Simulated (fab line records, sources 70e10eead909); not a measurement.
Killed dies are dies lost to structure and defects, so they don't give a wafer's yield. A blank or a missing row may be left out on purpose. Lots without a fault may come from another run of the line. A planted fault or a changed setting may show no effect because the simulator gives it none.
fab line records | flow nand_harc
record lots=7 wafers=21 last_day=31
route steps=1302 shown A_STAIRCASE@716 END@1302
lots that met no fault: from a run of the same line without faults
start_h: hours from the record's first day to the start of the lot's first wafer shown | wait_h: hours since the lot's step before | " the same as in the row above | L1.1+2: a row that stands for several wafers | - no value, or no start given | * or withheld: withheld | < > ~ a bound
route shown NAME@n: a module of which the file shows steps, and the number in the route of the first | usual: mean/standard deviation of fault-free wafers | same: alike in all rows | chamber/n: place in a boat | sites: the reading at each site | _std_site: their standard deviation | _edge_site: outer sites' mean less inner sites' | radius_mm: how far each site lies from the wafer's centre | mask NAME#n: copy n | behind: the tool/chamber that last shaped the wafer | hold: why the lot was held/for how many hours/how that ended | device: the transistor (n, p or np) that didn't switch | end of line: the same wafers' tests at the end of the route | a step without rows: its recipe alone | killed: dies lost to structure and defects at the first sort, not the wafer's yield | map: a wafer's dies, x killed, . not, _ none there
set.NAME: the setting as run; set.NAME@STEP: as run at that earlier step | model.NAME: the simulator's own value behind a step, which no gauge read
lots at some steps of the route; a table a step, a row a wafer
services: from which hour (start_h, from the record's first day; less than 0 if before it) a tool's chamber was out of use, for how many hours, and why
## steps
# step NHARC_A_STAIRCASE_TRIM_202
# recipe time_s=211.2 o2_flow_sccm=500 ar_flow_sccm=0 bias_w=0 chemistry=O2
# usual drypump_motor_current_A=5.8/0.44 mfc_ar_sccm=0.012/0.013 oes_product_au=1.002/0.0082 rf_vpp_V=57.8/0.9 showerhead_plenum_p_Torr=3.52/0.17 throttle_valve_pct=17.036/0.0086
# same bias_w=0
# columns lot.wafer tool chamber start_h wait_h drypump_motor_current_A mfc_ar_sccm oes_product_au rf_hours_counter_h rf_vpp_V showerhead_plenum_p_Torr throttle_valve_pct
L586.1 rie_diel-13 1 - - 5.6 0 0.989 12 57.2 3.42 17.040
L586.6 " 1 " " 5.6 0 0.998 - 58.4 3.42 17.039
L586.5 " 2 " " 6.2 0 0.994 - 59.1 3.63 17.017
L585.4 rie_diel-13 1 - - 5.6 0 0.999 13 58.1 3.42 17.033
L585.1 " 2 " " 6.2 0 0.997 11 58.4 3.63 17.026
L585.2 " 3 " " 6.3 0.013 1.005 7 59.4 3.65 17.048
L590.3 rie_diel-01 1 - - 5.6 0 0.995 10 56.7 3.30 17.032
L590.1 " 2 " " 5.8 0 0.991 10 57.1 3.71 17.016
L590.5 " 1 " " 5.6 0 0.996 - 56.2 3.30 17.044
L591.4 rie_diel-06 3 - - 5.4 0.007 1.020 43 57.6 3.39 17.027
L591.1 " 0 " " 6.5 0.036 0.990 38 58.6 3.63 17.024
L591.6 " 3 " " 5.4 0.007 1.024 - 58.0 3.39 17.057
L593.1 rie_diel-06 1 - - 5.9 0.022 1.004 40 56.6 3.30 17.025
L593.3 " 3 " " 5.4 0.007 1.015 46 58.2 3.39 17.051
L593.6 " 1 " " 5.9 0.022 1.010 - 57.7 3.30 17.037
L596.2 rie_diel-13 2 - - 6.2 0 1.003 42 56.5 3.61 17.039
L596.1 " 0 " " 5.4 0.010 1.011 49 57.9 3.78 17.032
L596.5 " 2 " " 6.2 0 1.001 - 59.7 3.61 17.025
L601.2 rie_diel-01 0 - - 5.4 0.039 0.999 42 58.4 3.75 17.024
L601.1 " 2 " " 5.8 0 0.984 38 58.0 3.70 17.035
L601.5 " 1 " " 5.6 0 0.995 - 57.1 3.29 17.042
# step NHARC_A_STAIRCASE_ETCH_203
# recipe target_depth_a=1000 time_s=40.5 ion_energy_ev=400 c4f8_flow_sccm=20 o2_flow_sccm=10 ar_flow_sccm=withheld rf_w=600 bias_w=1000 chemistry=C4F8/O2
# usual bias_w=1000/3.1 oes_product_au=0.947/0.0089 rf_vpp_V=896/6.6
# columns lot.wafer tool chamber start_h wait_h bias_w oes_product_au rf_hours_counter_h rf_vpp_V
L586.1 rie_diel-13 3 - - 1000 0.950 7 901
L586.6 " 0 " " 999 0.952 - 906
L586.5 " 1 " " 1002 0.933 - 891
L585.1 rie_diel-13 3 - - 1005 0.953 7 900
L585.2 " 0 " " 999 0.939 14 905
L585.4 " 2 " " 1003 0.927 11 900
L590.3 rie_diel-01 1 - - 1005 0.946 11 888
L590.1 " 3 " " 999 0.956 12 891
L590.5 " 2 " " 999 0.940 - 902
L591.4 rie_diel-06 0 - - 1003 0.940 38 901
L591.1 " 3 " " 1007 0.957 43 890
L591.6 " 0 " " 1003 0.940 - 900
L593.3 rie_diel-06 2 - - 1000 0.960 45 889
L593.1 " 3 " " 1003 0.962 46 890
L593.6 " 1 " " 1002 0.944 - 887
L596.2 rie_diel-13 1 - - 999 0.944 43 892
L596.1 " 2 " " 1002 0.943 43 898
L596.5 " 1 " " 997 0.941 - 891
L601.2 rie_diel-01 0 - - 1001 0.930 42 903
L601.1 " 1 " " 1002 0.941 41 887
L601.5 " 3 " " 1000 0.940 - 892
# step NHARC_A_STAIRCASE_STRIP_205
# recipe power_w=1500 temp_c=250 chemistry=O2
# usual drypump_motor_current_A=5.9/0.33 heater_power_w=357/41
# columns lot.wafer tool chamber start_h wait_h drypump_motor_current_A heater_power_w rf_hours_counter_h
L586.1 plasma_asher-01 0 384.11 0.1 5.4 300 2
L586.6 " 1 " " 5.8 331 -
L586.5 " 0 " " 5.3 296 -
L585.1 plasma_asher-01 0 384.74 0.1 5.4 307 3
L585.2 " 1 " " 5.8 330 3
L585.4 " 0 " " 5.4 292 -
L590.1 plasma_asher-02 1 419.93 0.1 5.9 352 31
L590.3 " 0 " " 6.3 410 -
L590.5 " 0 " " 6.3 414 -
L591.1 plasma_asher-02 0 425.89 0.1 6.3 411 33
L591.4 " 0 " " 6.3 414 -
L591.6 " 1 " " 5.9 361 -
L593.1 plasma_asher-02 1 442.47 0.1 5.9 354 2
L593.3 " 1 " " 5.9 357 -
L593.6 " 1 " " 5.9 359 -
L596.1 plasma_asher-01 1 477.23 0.1 5.8 327 25
L596.2 " 0 " " 5.4 292 25
L596.5 " 1 " " 5.8 324 -
L601.2 plasma_asher-02 1 522.08 0.1 5.9 351 19
L601.1 " 0 " " 6.3 417 19
L601.5 " 1 " " 5.9 346 -
# step NHARC_A_STAIRCASE_STRIP_206
# recipe time_s=900 temp_c=130 chemistry=SPM
# step NHARC_A_STAIRCASE_PRECLEAN_207
# recipe time_s=* temp_c=50 bath_age_min=0 chemistry=SC1
# step NHARC_A_STAIRCASE_SRD_208
# step NHARC_A_STAIRCASE_DEHYDRATE_209
# recipe temp_c=150 time_s=120
# step NHARC_A_STAIRCASE_HMDS_210
# recipe time_s=30
# step NHARC_A_STAIRCASE_COAT_211
# recipe spin_rpm=1200
# step NHARC_A_STAIRCASE_SOFTBAKE_212
# recipe temp_c=135 time_s=170
# step NHARC_A_STAIRCASE_EBR_213
# step NHARC_A_STAIRCASE_EXPOSE_214
# recipe na=0.5 dose_mj=31.26 mask_id=STAIR_3
# usual exposure_dose_mJ_cm2=31.25/0.031
# columns lot.wafer tool chamber start_h wait_h mask exposure_dose_mJ_cm2
L586.1 krf_scanner-01 0 385.20 - STAIR_3#0 31.28
L586.5 " 0 " " STAIR_3#0 31.28
L586.6 " 0 " " STAIR_3#0 31.28
L585.1 krf_scanner-04 0 385.90 - STAIR_3#0 31.24
L585.2 " 0 " " STAIR_3#0 31.24
L585.4 " 0 " " STAIR_3#0 31.25
L590.1 krf_scanner-01 0 421.07 - STAIR_3#0 28.57
L590.3 " 0 " " STAIR_3#0 28.55
L590.5 " 0 " " STAIR_3#0 28.60
L591.1 krf_scanner-01 0 426.87 - STAIR_3#0 28.57
L591.4 " 0 " " STAIR_3#0 28.56
L591.6 " 0 " " STAIR_3#0 28.60
L593.1 krf_scanner-01 0 443.60 - STAIR_3#0 28.57
L593.3 " 0 " " STAIR_3#0 28.61
L593.6 " 0 " " STAIR_3#0 28.64
L596.1 krf_scanner-02 0 478.24 - STAIR_3#0 31.31
L596.2 " 0 " " STAIR_3#0 31.22
L596.5 " 0 " " STAIR_3#0 31.26
L601.1 krf_scanner-04 0 523.23 - STAIR_3#0 31.27
L601.2 " 0 " " STAIR_3#0 31.29
L601.5 " 0 " " STAIR_3#0 31.23
# step NHARC_A_STAIRCASE_PEB_215
# recipe peb_temp_c=115 peb_time_s=130
# step NHARC_END_SORT_01
# recipe temp_c=25
# usual killed_at_array=58/20 killed_at_other=0.9/1.4 killed_at_periphery=4/3.1 killed_dies=63/20 killed_open=3.3/1.8 killed_short=2.4/1.5
# same gross_dies=677
# columns lot.wafer tool chamber start_h wait_h killed_at_array killed_at_other killed_at_periphery killed_dies killed_open killed_short
L585.1 prober-01 0 593.29 2.5 32 1 3 36 4 5
L585.2 prober-01 0 594.09 2.8 40 0 11 51 6 1
L585.4 prober-01 0 595.69 3.4 57 1 2 60 2 6
L586.1 prober-02 0 603.46 2.5 49 1 1 51 3 1
L586.5 prober-02 0 606.67 3.7 54 0 5 59 2 6
L586.6 prober-02 0 607.47 4.0 60 0 0 60 4 3
L591.1 prober-01 0 633.29 2.5 96 3 2 101 6 4
L591.4 prober-01 0 635.64 3.3 91 2 4 97 4 3
L591.6 prober-01 0 637.21 3.9 80 2 2 84 2 4
L590.1 prober-02 0 633.34 2.5 24 3 3 30 3 3
L590.3 prober-02 0 634.94 3.1 26 1 2 29 2 4
L590.5 prober-02 0 636.54 3.7 25 0 1 26 3 1
L593.1 prober-01 0 647.21 2.5 56 1 10 67 2 2
L593.3 prober-01 0 648.80 3.1 88 0 7 95 4 3
L593.6 prober-01 0 651.20 4.0 57 0 12 69 7 1
L596.1 prober-02 0 687.72 2.5 54 0 3 57 3 0
L596.2 prober-02 0 688.52 2.8 64 0 9 73 3 3
L596.5 prober-02 0 690.91 3.7 53 0 6 59 3 3
L601.1 prober-02 0 730.51 2.5 62 1 5 68 4 5
L601.2 prober-02 0 731.33 2.8 71 1 4 76 3 3
L601.5 prober-02 0 733.78 3.8 66 0 2 68 6 1
# killed by level:class
L585.1 A_SLIT:chamber_film_flake=10 A_CHANNEL_HOLE_D2:chamber_film_flake=4 A_BONDPAD:chamber_film_flake=4 A_CHANNEL_HOLE_D1:chamber_film_flake=2 A_WL_FILL:chamber_film_flake=2 A_CONTACT:chamber_film_flake=2 P_CONTACT:geometric_particle:open=1 P_M1:geometric_particle:short=1
L585.2 A_SLIT:chamber_film_flake=24 P_GATE:chamber_film_flake=6 A_CHANNEL_HOLE_D2:chamber_film_flake=4 P_M1:geometric_particle:open=2 A_CHANNEL_FILL_D2:chamber_film_flake=2 A_STAIRCASE:chamber_film_flake=2 A_BONDPAD:chamber_film_flake=2 P_CONTACT:geometric_particle:open=1
L585.4 A_SLIT:chamber_film_flake=29 A_CONTACT:chamber_film_flake=5 A_BONDPAD:chamber_film_flake=5 A_STAIRCASE:chamber_film_flake=4 A_ONON_D2:geometric_particle:short=2 A_CHANNEL_HOLE_D1:chamber_film_flake=2 A_CHANNEL_HOLE_D2:chamber_film_flake=2 A_WL_FILL:chamber_film_flake=2
L586.1 A_CHANNEL_HOLE_D1:chamber_film_flake=26 A_CHANNEL_HOLE_D2:chamber_film_flake=8 A_STAIRCASE:chamber_film_flake=4 A_SLIT:chamber_film_flake=3 A_CONTACT:chamber_film_flake=3 A_ONON_D1:geometric_particle:open=1 A_STAIRCASE:geometric_particle:short=1 A_SGD_CUT:geometric_particle:open=1
L586.5 A_CHANNEL_HOLE_D1:chamber_film_flake=27 A_CHANNEL_HOLE_D2:chamber_film_flake=8 A_CONTACT:chamber_film_flake=5 A_SLIT:chamber_film_flake=3 P_GATE:chamber_film_flake=3 A_WL_FILL:geometric_particle:short=2 A_CHANNEL_FILL_D2:chamber_film_flake=2 A_STAIRCASE:chamber_film_flake=2
L586.6 A_CHANNEL_HOLE_D1:chamber_film_flake=37 A_CONTACT:chamber_film_flake=6 A_STAIRCASE:chamber_film_flake=5 A_CHANNEL_HOLE_D2:chamber_film_flake=3 A_ONON_D1:geometric_particle:short=1 A_CHANNEL_HOLE_D2:geometric_particle:short=1 A_CHANNEL_FILL_D2:geometric_particle:open=1 A_CONTACT:geometric_particle:open=1
L591.1 A_CHANNEL_HOLE_D1:chamber_film_flake=38 A_CHANNEL_HOLE_D2:chamber_film_flake=31 A_SLIT:chamber_film_flake=14 A_WL_FILL:chamber_film_flake=3 A_WL_FILL:geometric_particle:short=2 A_SGD_CUT:chamber_film_flake=2 P_CONTACT:geometric_particle:open=1 P_M0:geometric_particle:open=1
L590.1 A_CHANNEL_HOLE_D2:chamber_film_flake=7 A_M1:chamber_film_flake=3 THIN_TSV:chamber_film_flake=3 A_ONON_D1:geometric_particle:open=2 P_ZERO_WELL:chamber_film_flake=2 A_DECK1_JOINT:chamber_film_flake=2 A_CHANNEL_FILL_D2:chamber_film_flake=2 A_WL_FILL:chamber_film_flake=2
L590.3 A_CHANNEL_HOLE_D2:chamber_film_flake=9 A_CONTACT:chamber_film_flake=4 A_CHANNEL_HOLE_D1:chamber_film_flake=2 A_WL_FILL:chamber_film_flake=2 A_M1:chamber_film_flake=2 P_CONTACT:geometric_particle:open=1 P_M0:geometric_particle:open=1 A_SOURCE_PLATE:geometric_particle:short=1
L591.4 A_CHANNEL_HOLE_D1:chamber_film_flake=40 A_CHANNEL_HOLE_D2:chamber_film_flake=30 A_SLIT:chamber_film_flake=12 A_STAIRCASE:chamber_film_flake=2 THIN_TSV:chamber_film_flake=2 P_CONTACT:geometric_particle:short=1 P_M0:geometric_particle:open=1 A_SOURCE_PLATE:geometric_particle:short=1
L590.5 A_CHANNEL_HOLE_D2:chamber_film_flake=5 A_CONTACT:chamber_film_flake=5 A_CHANNEL_HOLE_D1:chamber_film_flake=4 A_SLIT:chamber_film_flake=3 A_DECK1_JOINT:chamber_film_flake=2 P_M0:geometric_particle:open=1 A_ONON_D1:geometric_particle:short=1 A_CHANNEL_FILL_D2:geometric_particle:open=1
L591.6 A_CHANNEL_HOLE_D1:chamber_film_flake=27 A_CHANNEL_HOLE_D2:chamber_film_flake=23 A_SLIT:chamber_film_flake=20 A_STAIRCASE:chamber_film_flake=2 A_M0:chamber_film_flake=2 THIN_TSV:chamber_film_flake=2 P_M2:geometric_particle:open=1 A_ONON_D1:geometric_particle:short=1
L593.1 A_CHANNEL_HOLE_D1:chamber_film_flake=21 A_SLIT:chamber_film_flake=17 A_CHANNEL_HOLE_D2:chamber_film_flake=14 P_CONTACT:chamber_film_flake=4 P_M1:chamber_film_flake=3 P_STI:chamber_film_flake=2 P_STI:geometric_particle:open=1 A_M1:chamber_film_flake=1
L593.3 A_SLIT:chamber_film_flake=33 A_CHANNEL_HOLE_D1:chamber_film_flake=26 A_CHANNEL_HOLE_D2:chamber_film_flake=13 P_CONTACT:chamber_film_flake=3 A_CONTACT:chamber_film_flake=3 A_M1:chamber_film_flake=3 P_M1:chamber_film_flake=2 A_CHANNEL_FILL_D2:chamber_film_flake=2
L593.6 A_CHANNEL_HOLE_D1:chamber_film_flake=29 A_SLIT:chamber_film_flake=15 P_CONTACT:chamber_film_flake=6 A_CHANNEL_HOLE_D2:chamber_film_flake=3 P_STI:chamber_film_flake=2 A_M1:chamber_film_flake=2 P_GATE:geometric_particle:open=1 P_CONTACT:geometric_particle:open=1
L596.1 A_CHANNEL_HOLE_D1:chamber_film_flake=28 A_CHANNEL_HOLE_D2:chamber_film_flake=15 A_STAIRCASE:chamber_film_flake=3 A_WL_FILL:chamber_film_flake=3 P_BONDPAD:chamber_film_flake=2 P_M0:geometric_particle:open=1 A_ONON_D1:geometric_particle:open=1 A_M1:geometric_particle:open=1
L596.2 A_CHANNEL_HOLE_D1:chamber_film_flake=36 A_CHANNEL_HOLE_D2:chamber_film_flake=20 P_BONDPAD:chamber_film_flake=8 A_CHANNEL_HOLE_D2:geometric_particle:open=2 P_CONTACT:geometric_particle:short=1 A_ONON_D1:geometric_particle:open=1 A_CHANNEL_FILL_D1:geometric_particle:short=1 A_SGD_CUT:geometric_particle:short=1
L596.5 A_CHANNEL_HOLE_D1:chamber_film_flake=32 A_CHANNEL_HOLE_D2:chamber_film_flake=12 P_BONDPAD:chamber_film_flake=4 A_ONON_D2:geometric_particle:short=2 P_CONTACT:geometric_particle:open=1 A_SOURCE_PLATE:geometric_particle:open=1 A_ONON_D1:geometric_particle:open=1 A_WL_FILL:geometric_particle:short=1
L601.1 A_SLIT:chamber_film_flake=18 A_CHANNEL_HOLE_D1:chamber_film_flake=17 A_CHANNEL_HOLE_D2:chamber_film_flake=8 A_BLC:chamber_film_flake=5 A_STAIRCASE:chamber_film_flake=3 P_M0:geometric_particle:open=2 P_GATE:chamber_film_flake=2 A_CONTACT:chamber_film_flake=2
L601.2 A_SLIT:chamber_film_flake=29 A_CHANNEL_HOLE_D2:chamber_film_flake=16 A_CHANNEL_HOLE_D1:chamber_film_flake=7 A_CONTACT:chamber_film_flake=6 A_BLC:chamber_film_flake=6 A_STAIRCASE:chamber_film_flake=4 A_M0:geometric_particle:open=2 P_GATE:geometric_particle:short=1
L601.5 A_SLIT:chamber_film_flake=27 A_CHANNEL_HOLE_D2:chamber_film_flake=14 A_CONTACT:chamber_film_flake=7 A_CHANNEL_HOLE_D1:chamber_film_flake=6 A_M1:geometric_particle:open=3 A_BLC:chamber_film_flake=3 P_M1:geometric_particle:open=1 A_ONON_D1:geometric_particle:short=1
## services
# columns tool chamber start_h hours kind
krf_scanner-04 - 361.73 4.0 pm
krf_scanner-02 - 367.50 0.6 repair
rie_diel-13 0 375.50 - clean
rie_diel-13 1 375.50 - clean
rie_diel-13 2 375.50 - clean
rie_diel-13 3 375.50 - clean
rie_diel-01 - 382.39 9.0 pm
rie_diel-13 1 384.78 2.4 repair
plasma_asher-02 - 393.12 1.4 repair
rie_diel-13 0 400.00 - clean
rie_diel-13 1 400.00 - clean
krf_scanner-04 - 404.35 4.9 repair
krf_scanner-01 - 419.29 0.5 repair
rie_diel-06 - 419.89 0.2 repair
plasma_asher-02 - 426.12 9.0 pm
krf_scanner-02 - 438.00 4.0 pm
rie_diel-01 3 481.29 5.7 repair
rie_diel-06 - 484.56 9.0 pm
krf_scanner-04 - 491.80 0.2 repair
plasma_asher-02 - 491.92 1.8 repair
rie_diel-06 3 493.93 7.9 repair
krf_scanner-01 - 495.23 4.0 pm
rie_diel-13 - 519.00 9.0 pm
plasma_asher-01 - 519.30 9.0 pm
## key
first_sign step=NHARC_A_STAIRCASE_EXPOSE_214 reading=exposure_dose_mJ_cm2 direction=down sigmas=85 usual=31.25 struck=28.58
effect none on later readings
met_at NHARC_A_STAIRCASE_EXPOSE_214
struck_wafers L590.1,L590.3,L590.5,L591.1,L591.4,L591.6,L593.1,L593.3,L593.6
tester_left_out L590,L591,L593
onset_between 385.20 421.07
fault kind=process_parameter_drift tool=krf_scanner-01 chamber=- onset_h=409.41 steps=NHARC_A_STAIRCASE_EXPOSE_214 channel=dose_mj offset=-2.6539 shape=step acts_in=these_recipes_only stated=31.26
# tester_left_out: of these lots the tester's yield and bins aren't shown, on N5 and GAA mostly nor the transistor test; their killed dies are dies lost to structure and defects alone, not to doping, threshold or leakage, so they don't give the yield
